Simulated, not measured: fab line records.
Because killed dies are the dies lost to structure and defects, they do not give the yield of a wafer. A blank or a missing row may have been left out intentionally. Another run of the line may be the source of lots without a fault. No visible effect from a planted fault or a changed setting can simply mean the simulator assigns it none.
Comparing a struck lot with a sound one :: flow n5Finfet :: 36 out of 1938 route steps
Sound: these wafers, L677.1, L677.3, L677.5. Struck: wafers L669.2, L669.5, L669.6. The cause is given at the end.
For every step that has rows: the tool of each side, followed by ch and its chambers, followed by its first start. Under that, the readings that differ: sound wafers :: struck wafers :: difference of the means :: sigmas: that difference in standard deviations of wafers without a fault.
alike: same words and numbers on both sides, and readings whose means sit less than 2 such deviations apart. not compared: any withheld reading, any reading some wafer has no value for, any bound like >300 that may hide the same value, and any number with overlapping values for which the record gives no deviation.
The two part at a step that has a row with sigmas, a row that says differs or no value, or rows on one side only. Non-overlapping numbers with no deviation appear without sigmas and do not part them. A reading missing from all wafers of one side parts the sides only when that side holds two or more wafers.

first, 9 steps without rows for these wafers: N5_BEOL_M4_ANNEAL_95 (time 240 s); N5_BEOL_M4_SPUTTER_96 (material Cu, target thk 4.5 nm, time 8.29 s); N5_BEOL_M4_ECD_50 (material Cu, target thk 300 nm); N5_BEOL_M4_ANNEAL_51 (time 90 s); N5_BEOL_M4_CMP_52 (polishes, stops on SiOC, t overpolish 6.8 s, target thk 40 nm); N5_BEOL_M4_PRE_CLEAN_60 (time 15 s); N5_BEOL_M4_CO_CAP_55 (material Co, precursor CCTBA/H2, target thk 2 nm, time 102.1 s); N5_BEOL_M4_PRE_CLEAN_56 (time 15 s); N5_BEOL_M4_DEP_57 (deposits SiCN from 3MS/NH3, target thk 8 nm, time 14 s).
N5_BEOL_M4_RC_MEAS_101:
  sound on prober-01 ch 0, day 13 09:16; struck on prober-02 ch 0, day 11 04:39
  alike: DIBL_N, DIBL_P, IOFF_N, IOFF_P, ION_N, ION_P, SS_N, SS_P, VT_N, VT_P
then, 24 steps without rows for these wafers: N5_BEOL_M5_ILD_DEP_00 (deposits SiCOH lowk from DEMS/porogen, target thk 140.64 nm, time 25.9 s); N5_BEOL_M5_CURE_79 (cures SiCOH lowk, time 240 s); N5_BEOL_M5_PECVD_70 (deposits SiO2 from TEOS/O2, target thk 16 nm, time 18 s); N5_BEOL_M5_HM_DEP_02 (deposits TiN, target thk 20 nm); N5_BEOL_M5_COAT_59 (time 60 s, resist thk 60 nm); N5_BEOL_M5_COAT_60 (time 60 s, resist thk 12 nm); N5_BEOL_M5_COAT_71 (time 60 s, resist thk 5 nm); N5_BEOL_M5_COAT_05 (resist thk 30 nm); N5_BEOL_M5_EBR_07; N5_BEOL_M5_SOFTBAKE_06 (time 60 s); N5_BEOL_M5_EXPOSE_08 (exposes mask M5, target cd 28 nm); N5_BEOL_M5_PEB_09 (peb time 60 s); N5_BEOL_M5_DEVELOP_10 (develop time 30 s); N5_BEOL_M5_DESCUM_16 (chemistry O2, time 7 s); N5_BEOL_M5_ETCH_72 (etches underlayer in N2/H2, target depth 6.5 nm, time 5.2 s); N5_BEOL_M5_ETCH_61 (etches SiARC in CF4, target depth 15.6 nm, time 26 s); N5_BEOL_M5_ETCH_62 (etches SOC in N2/H2, target depth 75 nm, overetch 15 nm, time 112.5 s); N5_BEOL_M5_STRIP_63 (strips in N2/H2); N5_BEOL_M5_STRIP_73 (strips in N2/H2); N5_BEOL_M5_STRIP_64 (strips in CF4); N5_BEOL_M5_HM_OPEN_17 (chemistry Cl2/BCl3, target TiN, target depth 20 nm, overetch 6 nm); N5_BEOL_M5_STRIP_19 (strips in O2); N5_BEOL_M5_COAT_65 (time 60 s, resist thk 60 nm); N5_BEOL_M5_COAT_66 (time 60 s, resist thk 12 nm).
N5_BEOL_M6_PECVD_70: deposits SiO2 from TEOS/O2, target thk 20 nm, time 22.7 s.
  sound on pecvd-01 ch 1,2, day 13 22:20; struck on pecvd-01 ch 0,1, day 11 18:43
  no value came back on the struck wafers for any of 5 readings (chamberPressureTorr (Torr), heaterPowerOuterW (W) and others); on the sound wafers chamberPressureTorr (Torr) reads 5.495 5.497 5.490
-- a jump in the record: the struck wafers' starts before and after are 4 days apart (it breaks off in module BEOL_M6 and resumes in module PASSIVATION, where the first step shown is number 1936 of the route) --
N5_PASSIVATION_PROBE_49:
  sound on prober-01 at day 17 16:40; struck on prober-01 at day 15 10:43
reading: defectLimitedYield (%)
sound: 91.6 89.1 90.1
struck: 66.4 63.9 65.1
difference: -25.1
sigmas: -18

reading: killed_at_M4_up
sound: 10 24 10
struck: 317 325 327
difference: +308
sigmas: +62

reading: killedDies
sound: 99 129 117
struck: 396 426 412
difference: +296
sigmas: +19

reading: killedOnRim
sound: 14 23 13
struck: 85 20 87
difference: +47
sigmas: +12

reading: sort_bin_5_function (%)
sound: 4.6 5.8 6.0
struck: 30.4 32.4 31.4
difference: +25.9
sigmas: +27

reading: sortNPass
sound: 1081 1051 1063
struck: 784 754 768
difference: -296
sigmas: -19

reading: sortYieldPct (%)
sound: 91.6 89.1 90.1
struck: 66.4 63.9 65.1
difference: -25.1
sigmas: -18
  alike: killed_at_M0_to_M3, killedAtContacts, killedAtFrontEnd, killedAtOther, killedOpen, killedShort, sort_bin_6_memory

WHERE THEY PART
Last at N5_PASSIVATION_PROBE_49 as far as this record goes, first at N5_BEOL_M6_PECVD_70.

WHY: what had been put in by the simulator
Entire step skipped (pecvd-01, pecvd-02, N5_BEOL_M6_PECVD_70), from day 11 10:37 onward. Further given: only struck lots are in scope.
